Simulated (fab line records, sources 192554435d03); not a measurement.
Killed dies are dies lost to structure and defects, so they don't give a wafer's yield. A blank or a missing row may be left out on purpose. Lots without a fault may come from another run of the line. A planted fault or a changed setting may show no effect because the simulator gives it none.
Split-lot experiment | flow n5_finfet | 7 lots, 37 wafers read, on a route of 1938 steps

THE SPLIT
At N5_BEOL_M9_TRENCH_ETCH_37 (etches SiCOH lowk in C4F6/O2, target depth 151.43 nm, time 49 s), the setting target_depth_a was moved away from the recipe's 1514.3 angstrom on 15 of the 37 wafers read, by -55.5% to +42.8%. The other wafers ran this setting at the recipe's value.

FROM THE SPLIT TO THE READING: what the file shows between them, 11 steps
- N5_BEOL_M9_ETCH_41: etches SiCN in CH3F/O2, target depth 36.6 nm, time 70.1 s
- N5_BEOL_M9_STRIP_80: strips in N2/H2, time 10 s
- N5_BEOL_M9_OCD_MEAS_38
- N5_BEOL_M9_HM_STRIP_39: strips TiN in peroxide tin strip, target depth 25 nm, time 158 s
- N5_BEOL_M9_SRD_40: time 30 s
- N5_BEOL_M9_ECD_50: material Cu, target thk 318 nm
- N5_BEOL_M9_ANNEAL_51: time 90 s
- N5_BEOL_M9_CMP_52: polishes, stops on SiCOH lowk, t overpolish 7 s, target thk 140 nm
- N5_BEOL_M9_THK_MEAS_53: measures by xrf
- N5_BEOL_M9_PRE_CLEAN_55: time 15 s
- N5_BEOL_M9_DEP_56: deposits SiCN from 3MS/NH3, target thk 15 nm, time 26.5 s

THE READING
M9_RS, in ohm/sq, at N5_BEOL_M9_RS_MEAS_57 (measures by four-point-probe). Fault-free wafers of this fab line usually give 0.152 ohm/sq, standard deviation 0.0049 ohm/sq.

wafer  | tool, chamber at the split | target_depth_a as run, angstrom | against the recipe | M9_RS, ohm/sq | against lot-mates on the recipe
L075.1 | rie_diel-05, 0             | 1514.3                          | recipe             | 0.160         | -
L075.2 | rie_diel-05, 2             | 1514.3                          | recipe             | 0.153         | -
L075.3 | rie_diel-05, 3             | 1514.3                          | recipe             | 0.159         | -
L075.4 | rie_diel-05, 3             | 1514.3                          | recipe             | 0.155         | -
L075.5 | rie_diel-05, 0             | 1514.3                          | recipe             | 0.158         | -
L075.6 | rie_diel-05, 2             | 1514.3                          | recipe             | 0.152         | -
L078.1 | rie_diel-05, 2             | 673.3                           | -55.5%             | 0.441         | +0.287
L078.2 | rie_diel-05, 3             | 673.3                           | -55.5%             | 0.466         | +0.312
L078.3 | rie_diel-05, 1             | 1514.3                          | recipe             | 0.153         | -
L078.4 | rie_diel-05, 0             | 1514.3                          | recipe             | 0.156         | -
L078.5 | rie_diel-05, 2             | 1514.3                          | recipe             | 0.152         | -
L078.6 | rie_diel-05, 1             | 673.3                           | -55.5%             | 0.428         | +0.274
L081.1 | rie_diel-01, 2             | 1514.3                          | recipe             | 0.152         | -
L081.2 | rie_diel-01, 1             | 1514.3                          | recipe             | 0.156         | -
L081.3 | rie_diel-01, 3             | 1514.3                          | recipe             | 0.151         | -
L081.4 | rie_diel-01, 0             | 922.3                           | -39.1%             | 0.265         | +0.112
L081.5 | rie_diel-01, 3             | 922.3                           | -39.1%             | 0.286         | +0.133
L081.6 | rie_diel-01, 2             | 922.3                           | -39.1%             | 0.277         | +0.124
L077.1 | rie_diel-05, 0             | 1930                            | +27.5%             | 0.117         | -0.034
L077.2 | rie_diel-05, 3             | 1514.3                          | recipe             | 0.154         | -
L077.3 | rie_diel-05, 2             | 1514.3                          | recipe             | 0.149         | -
L077.4 | rie_diel-05, 1             | 1514.3                          | recipe             | 0.150         | -
L077.5 | rie_diel-05, 3             | 1930                            | +27.5%             | 0.116         | -0.035
L077.6 | rie_diel-05, 0             | 1930                            | +27.5%             | 0.118         | -0.033
L093.1 | rie_diel-05, 3             | 2162                            | +42.8%             | 0.103         | -0.055
L093.3 | rie_diel-05, 1             | 2162                            | +42.8%             | 0.100         | -0.058
L093.4 | rie_diel-05, 0             | 1514.3                          | recipe             | 0.158         | -
L093.5 | rie_diel-05, 2             | 2162                            | +42.8%             | 0.101         | -0.057
L094.2 | rie_diel-05, 3             | 1514.3                          | recipe             | 0.159         | -
L094.3 | rie_diel-05, 0             | 1514.3                          | recipe             | 0.158         | -
L094.6 | rie_diel-05, 0             | 1514.3                          | recipe             | 0.162         | -
L097.1 | rie_diel-01, 3             | 853.2                           | -43.7%             | 0.321         | +0.174
L097.2 | rie_diel-01, 2             | 853.2                           | -43.7%             | 0.298         | +0.151
L097.3 | rie_diel-01, 0             | 1514.3                          | recipe             | 0.139         | -
L097.4 | rie_diel-01, 1             | 853.2                           | -43.7%             | 0.321         | +0.174
L097.5 | rie_diel-01, 1             | 1514.3                          | recipe             | 0.151         | -
L097.6 | rie_diel-01, 2             | 1514.3                          | recipe             | 0.151         | -

THE FIT
A straight line over all 37 wafers: M9_RS changes by -0.00327 ohm/sq for each +1% of target_depth_a; r = -0.92; the points scatter about the line by 0.039 ohm/sq.
The same after taking each lot's own level away (the mean of its wafers on the recipe; 37 wafers): -0.00331 ohm/sq for each +1%; r = -0.92; scatter 0.039 ohm/sq.
On that fit, the largest move of target_depth_a shifts the reading by 0.18 ohm/sq.
The lots' own levels span 0.1470 to 0.1597 ohm/sq, that is 2.6 times the standard deviation above.
So the lot-to-lot level changes the slope little: the two slopes agree.
Check: with one of the wafers moved furthest among these (-55.5%) left out of the fit, the line predicts +0.194 ohm/sq for it against its lot-mates. It came out at +0.287 ohm/sq against them.

OTHER SPLITS ON THESE WAFERS
These wafers also went through other splits before the reading. Each is held against what the fit with the lots' levels taken away leaves over:
other split on the same wafers     | wafers away from the commonest value | r with M9_RS (lot level and that fit taken away)
N5_BEOL_M7_ILD_DEP_00 target_thk_a | 9                                    | -0.29
N5_BEOL_M7_VIA_ETCH_34 time_s      | 14                                   | +0.17

THE WHOLE CHAIN: every reading that the file lists as answering this split, in the file's order
step                      | what it does                                                       | reading                                                                          | change (the file's fit)                | r (the file's)
N5_BEOL_M9_TRENCH_ETCH_37 | etches SiCOH lowk in C4F6/O2, target depth 151.43 nm, time 49 s    | BEOL_M9.feature_depth_nm (the simulator's own value, which no gauge read)        | +1.5 nm for each +1% of the setting    | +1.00
N5_BEOL_M9_TRENCH_ETCH_37 | etches SiCOH lowk in C4F6/O2, target depth 151.43 nm, time 49 s    | etch.depth_nm (the simulator's own value, which no gauge read)                   | +1.5 nm for each +1% of the setting    | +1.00
N5_BEOL_M9_TRENCH_ETCH_37 | etches SiCOH lowk in C4F6/O2, target depth 151.43 nm, time 49 s    | TiN_of_BEOL_M9_HM_DEP_02.thk_nm (the simulator's own value, which no gauge read) | -0.0409 nm for each +1% of the setting | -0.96
N5_BEOL_M9_OCD_MEAS_38    |                                                                    | trench_depth_nm                                                                  | +1.51 nm for each +1% of the setting   | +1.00
N5_BEOL_M9_CMP_52         | polishes, stops on SiCOH lowk, t overpolish 7 s, target thk 140 nm | Cu_of_BEOL_M9_ECD_50.thk_nm (the simulator's own value, which no gauge read)     | +1.49 nm for each +1% of the setting   | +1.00
N5_BEOL_M9_THK_MEAS_53    | measures by xrf                                                    | M9_THK                                                                           | +1.52 for each +1% of the setting      | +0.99
N5_BEOL_M9_RS_MEAS_57     | measures by four-point-probe                                       | M9_RS                                                                            | -0.00371 for each +1% of the setting   | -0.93

THE FILE'S OWN FIT
M9_RS changes by -0.00371 ohm/sq for each +1% of target_depth_a, r = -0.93.
